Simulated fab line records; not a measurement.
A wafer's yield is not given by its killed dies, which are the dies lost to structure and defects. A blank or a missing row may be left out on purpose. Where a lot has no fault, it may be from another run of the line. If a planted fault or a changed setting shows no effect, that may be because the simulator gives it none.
Problem report in the 8D (eight disciplines) form, filled by code / flow nandHarc / the parts of the form that need people (team, actions taken, sign-off) are left out

## 1. PROBLEM STATEMENT
Mean of killedAtOther at NHARC_END_SORT_01: 89.7 across 6 wafers in 2 lots; on wafers with no fault it is 0.8 (standard deviation 1.1). Relative to the usual mean, that is a shift of +81 standard deviations.
Earliest sighting: wafer L834.2 on prober-02 at day 27 08:23. The record holds 6 wafers of 2 lots with a number at this step. Rule for "out", or "out of limits": more than 4 standard deviations from the usual mean. Any other wafer with a number is counted as sound.

## 2. WHAT IT IS AND WHAT IT IS NOT
question=which readings at this step; is=killedAtOther; is not=killedAtArray, killedAtPeriphery, killedOpen, killedShort
question=which lots; is=L834, L836; is not=-
question=which wafers of those lots; is=all that have a number; is not=-
question=read on which gauges; is=prober-01, prober-02; is not=-
question=when; is=from day 27 08:23; is not=up to then (0 sound wafers)

## 3. WHAT RULES OUT EACH SUSPECT
Counting: a tool stays on the suspect list if, at a process step up to the reading, it processed all lots that are out and no sound lot following the first of them.
- the gauge at NHARC_END_SORT_01 is ruled out. 2 gauges (prober-01, prober-02) read the wafers that are out.
- cmp-03 at NHARC_A_BONDPAD_CMP_19 (polishes, t overpolish 30 s, cu recess touch 16 s, target thk 169.82 nm): kept. It ran every lot that is out, first L834 (day 26 02:43), and no sound lot after that.
- pecvd-02 at NHARC_THIN_TSV_DEP_47 (deposits SiO2, target thk 200 nm): kept. It ran every lot that is out, first L834 (day 26 17:17), and no sound lot after that.
What counting leaves: cmp-03 at NHARC_A_BONDPAD_CMP_19 and pecvd-02 at NHARC_THIN_TSV_DEP_47.

## 4. THE CAUSE (what the simulator had put in)
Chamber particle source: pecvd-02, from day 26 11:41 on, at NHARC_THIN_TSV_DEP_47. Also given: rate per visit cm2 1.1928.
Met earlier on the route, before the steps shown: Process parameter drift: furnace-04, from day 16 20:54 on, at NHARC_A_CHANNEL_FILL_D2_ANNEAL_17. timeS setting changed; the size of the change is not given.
Of the 2 suspects that counting leaves, this tool is one.

## 5. THE EFFECT CHAIN, in route order
Rows list readings where the struck wafers' mean (over those with a number) sits beyond 3 standard deviations from the usual. Only readings whose record carries a usual standard deviation are examined. hours: median over the lots of the time between each lot's start at the first step of this table that gives one and its start at this step. sigmas: the change, counted in usual standard deviations.
hours=0; step=NHARC_END_SORT_01; reading=killedAtOther; usual=0.8; on struck wafers=89.7; change=+88.9; sigmas=+81
hours=0; step=NHARC_END_SORT_01; reading=killedDies; usual=57; on struck wafers=141; change=+84; sigmas=+4.9

## 6. HOW IT WOULD HAVE BEEN CAUGHT EARLIER
The first out-of-limits reading at a measuring or inspecting step in this record came at day 27 08:23, 21 hours after the fault's start at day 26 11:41.
No tool reading at NHARC_THIN_TSV_DEP_47 that has a usual standard deviation in the record was out on any struck wafer, so an alarm limit of 4 standard deviations on those readings would not have fired.
Lots out: 2; of these, L836 started NHARC_THIN_TSV_DEP_47 on pecvd-02 after day 27 08:23. Putting the tool on hold at that point would have spared it.
